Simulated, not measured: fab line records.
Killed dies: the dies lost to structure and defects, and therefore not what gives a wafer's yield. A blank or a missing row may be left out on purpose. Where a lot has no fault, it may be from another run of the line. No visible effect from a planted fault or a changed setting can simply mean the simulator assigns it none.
Matching of chambers | flow nand-harc | NHARC_P_M2_ETCH_35 on rie-diel-05: 4 sister chambers
The step etches the open film in N2/H2, target depth 40 nm, overetch 12 nm, time 43.94 s. 4 wafers are shown with their chamber, then 12 later ones without.

## EACH WAFER AND ITS CHAMBER
wafer  | chamber | drypump-motor-current-A (A)
L090.2 | 0       | 5.6
L091.3 | 1       | 6.1
L094.1 | 3       | 6.7
L094.5 | 2       | 6.2

## WAFERS WHOSE CHAMBER IS MISSING
wafer  | drypump-motor-current-A (A)
L093.2 | 6.2
L093.3 | 6.1
L093.5 | 6.6
L096.1 | 5.6
L096.5 | 5.5
L096.6 | 6.1
L095.1 | 6.2
L095.4 | 6.1
L095.6 | 6.2
L097.2 | 6.1
L097.4 | 5.5
L097.5 | 6.6

## WHICH CHAMBER EACH ONE RAN IN
wafer  | from the rows above     | in truth
L093.2 | can't be placed: 2 or 1 | 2
L093.3 | can't be placed: 1 or 2 | 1
L093.5 | 3                       | 3
L096.1 | 0                       | 0
L096.5 | 0                       | 0
L096.6 | can't be placed: 1 or 2 | 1
L095.1 | can't be placed: 2 or 1 | 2
L095.4 | can't be placed: 1 or 2 | 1
L095.6 | can't be placed: 2 or 1 | 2
L097.2 | can't be placed: 1 or 2 | 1
L097.4 | 0                       | 0
L097.5 | 3                       | 3
Placed correctly: 5 of 12. Cannot be placed on the basis of these rows: 7; the candidates contain the true chamber in 7. Wrongly placed: 0.
How it was worked out, from the rows above alone: a wafer's distance from a chamber is the root of the sum, over the readings, of the square of ((its reading less the chamber's mean) divided by the reading's scatter). The wafer belongs to the nearest chamber; if the next one is less than 2 further off, it can't be placed. Each chamber's mean is taken over the wafers shown for it. The scatter: with one shown wafer a chamber, the root of the mean of the squares of how far each hidden wafer lies from its nearest shown one.
